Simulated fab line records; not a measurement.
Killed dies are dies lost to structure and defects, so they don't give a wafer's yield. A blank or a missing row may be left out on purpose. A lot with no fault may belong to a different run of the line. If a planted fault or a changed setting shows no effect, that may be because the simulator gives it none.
Chamber matching    flow nand_harc    NHARC_A_CONTACT_ALD_18 on ald_metal-03 has 4 sister chambers
The step deposits TiN, target thk 3 nm, pulse time 1 s, ald cycles 150. 4 wafers are shown with their chamber, then 7 later ones without.

== WAFERS WITH THEIR CHAMBER ==
wafer   chamber  heater_power_outer_w (W)
L079.3  1        648
L084.6  3        672
L088.1  0        769
L088.4  2        855

== WAFERS WITH NO CHAMBER GIVEN ==
wafer   heater_power_outer_w (W)
L088.5  835
L093.3  774
L093.4  630
L093.5  656
L094.1  866
L094.2  675
L094.5  639

== WHICH CHAMBER EACH WENT THROUGH ==
wafer   from the rows above      in truth
L088.5  2                        2
L093.3  0                        0
L093.4  can't be placed: 1 or 3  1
L093.5  can't be placed: 1 or 3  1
L094.1  2                        2
L094.2  can't be placed: 3 or 1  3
L094.5  can't be placed: 1 or 3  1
Placed correctly: 3 of 7. Cannot be placed on the basis of these rows: 4; the candidates contain the true chamber in 4. Number placed wrongly: 0.
How it was worked out, from the rows above alone: a wafer's distance from a chamber is the root of the sum, over the readings, of the square of ((its reading less the chamber's mean) divided by the reading's scatter). The wafer belongs to the nearest chamber; if the next one is less than 2 further off, it can't be placed. For every chamber, the mean is computed from those of its wafers that are shown. The scatter (one wafer shown for each chamber): square how far every hidden wafer sits from the nearest shown wafer, average those squares and take the square root.
